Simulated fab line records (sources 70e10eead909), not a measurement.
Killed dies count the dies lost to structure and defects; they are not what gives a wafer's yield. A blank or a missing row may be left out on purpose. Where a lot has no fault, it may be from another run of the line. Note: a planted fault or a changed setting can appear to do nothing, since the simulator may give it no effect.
A lot that was struck, set against a sound lot -- flow nand-harc -- 14 steps out of a route of 1159
Sound: wafers L296.2, L296.3, L296.6. Struck: wafers L306.1, L306.5, L306.6. Last of all comes the cause.
Per side, at each step with rows, come the tool, then ch with its chambers, and then its first start. Under that, the readings that differ: sound wafers -- struck wafers -- difference of the means -- sigmas: that difference in standard deviations of wafers without a fault.
alike: same words and numbers on both sides, and readings whose means sit less than 2 such deviations apart. not compared: any withheld reading, any reading some wafer has no value for, any bound like >300 that may hide the same value, and any number with overlapping values for which the record gives no deviation.
Wherever a step has rows on one side only, a row that says differs or no value, or a row with sigmas, the two part there. Numbers that have no deviation but don't overlap get no sigmas and don't part them. Lack of a reading on every wafer of one side parts them only where that side has two or more wafers.

first, 1 step without rows for these wafers: NHARC_A_CONTACT_STRIP_56 (strips in post etch residue remover, time 600 s).
NHARC_A_CONTACT_DEP_57: deposits aC, target thk 2800 nm.
  sound on acl-dep-02 ch 0, day 18 23:45; struck on acl-dep-03 ch 0, day 21 23:03
  alike: throttle-valve-pct
NHARC_A_CONTACT_DEP_58: deposits SiON, target thk 60 nm.
  sound on pecvd-02 ch 1,2, day 19 01:15; struck on pecvd-01 ch 0,1,2, day 22 00:50
  alike: chamber-pressure-Torr, heater-power-w
then, 9 steps without rows for these wafers: NHARC_A_CONTACT_DEHYDRATE_59 (time 120 s); NHARC_A_CONTACT_HMDS_60 (time 30 s); NHARC_A_CONTACT_COAT_61 (time 75 s); NHARC_A_CONTACT_COAT_62 (time 65 s); NHARC_A_CONTACT_COAT_63 (resist thk 90 nm); NHARC_A_CONTACT_SOFTBAKE_64 (time 55 s); NHARC_A_CONTACT_EBR_65; NHARC_A_CONTACT_EXPOSE_66 (exposes mask A CC 2); NHARC_A_CONTACT_PEB_67 (peb time 65 s).
NHARC_A_CONTACT_DEVELOP_68: develop time 35 s.
  struck on litho-track-04, day 22 01:00; sound on litho-track-01 ch 0, day 19 01:00
  no value came back on the struck wafers for chill-plate-temp-C (C), develop-time-s (s), resist-line-temp-C (C); on the sound wafers chill-plate-temp-C (C) reads 22.97 22.86 23.00
NHARC_A_CONTACT_CD_MEAS_69: the cd target is 200 nm.
  sound on cd-sem-02 ch 0, day 19 01:56; struck on cd-sem-03 ch 0, day 22 01:32
reading,sound,struck,difference,sigmas
cd-nm (nm),200.9 200.9 200.4,- - -,no value on the struck wafers,

== WHERE THEY PART ==
Last at NHARC_A_CONTACT_CD_MEAS_69 as far as this record goes, first at NHARC_A_CONTACT_DEVELOP_68.

WHY: the cause the simulator had injected
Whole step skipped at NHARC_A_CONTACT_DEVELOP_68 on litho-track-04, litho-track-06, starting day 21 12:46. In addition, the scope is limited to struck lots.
